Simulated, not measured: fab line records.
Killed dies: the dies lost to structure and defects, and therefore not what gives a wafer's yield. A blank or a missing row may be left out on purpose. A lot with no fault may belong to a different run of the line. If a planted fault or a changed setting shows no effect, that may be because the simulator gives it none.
Chamber matching	flow nand-harc	NHARC_A_STAIRCASE_DESCUM_291 on rie-diel-08: 4 sister chambers
The step chemistry O2, time 3 s. 16 wafers are shown with their chamber, then 8 later ones without.

## WAFERS, EACH WITH ITS CHAMBER
wafer	chamber	showerhead-plenum-p-Torr (Torr)	drypump-motor-current-A (A)	oes-product-au (a.u.)
L083.2	2	1.94	6.2	1.003
L083.3	1	1.86	5.7	1.009
L083.4	0	1.87	6.4	0.997
L087.3	1	1.85	5.7	1.003
L087.4	0	1.86	6.4	0.997
L087.6	3	2.02	6.1	1.006
L088.2	2	1.93	6.3	1.005
L088.3	3	2.02	6.0	0.994
L088.5	3	2.02	6.0	1.013
L091.2	2	1.93	6.2	1.010
L091.5	2	1.93	6.2	1.009
L091.6	1	1.85	5.7	0.993
L092.2	2	1.92	6.2	1.013
L092.4	1	1.85	5.7	1.000
L092.5	1	1.85	5.7	1.003
L095.4	2	1.92	6.2	1.009

SIGNATURES (means of the wafers above)
reading	chamber 0	chamber 1	chamber 2	chamber 3	scatter within a chamber
showerhead-plenum-p-Torr	1.8650	1.8520	1.9283	2.0200	0.00587
drypump-motor-current-A	6.400	5.700	6.217	6.033	0.0354
oes-product-au	0.99700	1.00160	1.00817	1.00433	0.00566
Rule: a wafer lies at a distance from a chamber equal to the root of the sum of squares, over the readings, of (its reading less the chamber's mean, divided by the reading's scatter). The wafer belongs to the nearest chamber; if the next one is less than 2 further off, it can't be placed. The scatter: take each reading less its chamber's mean, square it, sum over the shown wafers, divide by the number of wafers less the number of chambers, and take the root.

## WAFERS WHOSE CHAMBER IS MISSING
wafer	showerhead-plenum-p-Torr (Torr)	drypump-motor-current-A (A)	oes-product-au (a.u.)
L095.5	1.84	5.7	0.998
L095.6	1.92	6.2	1.005
L097.1	1.85	6.4	1.006
L097.3	2.01	6.0	1.007
L097.5	1.84	5.6	0.989
L096.1	1.92	6.2	1.001
L096.2	2.01	6.0	0.984
L096.4	1.84	5.6	0.988

## WHICH CHAMBER EACH ONE RAN IN
wafer	from the rows above	in truth
L095.5	1	1
L095.6	2	2
L097.1	0	0
L097.3	3	3
L097.5	1	1
L096.1	2	2
L096.2	3	3
L096.4	1	1
Placed correctly: 8 of 8. Number that these rows cannot place: 0. Number placed wrongly: 0.
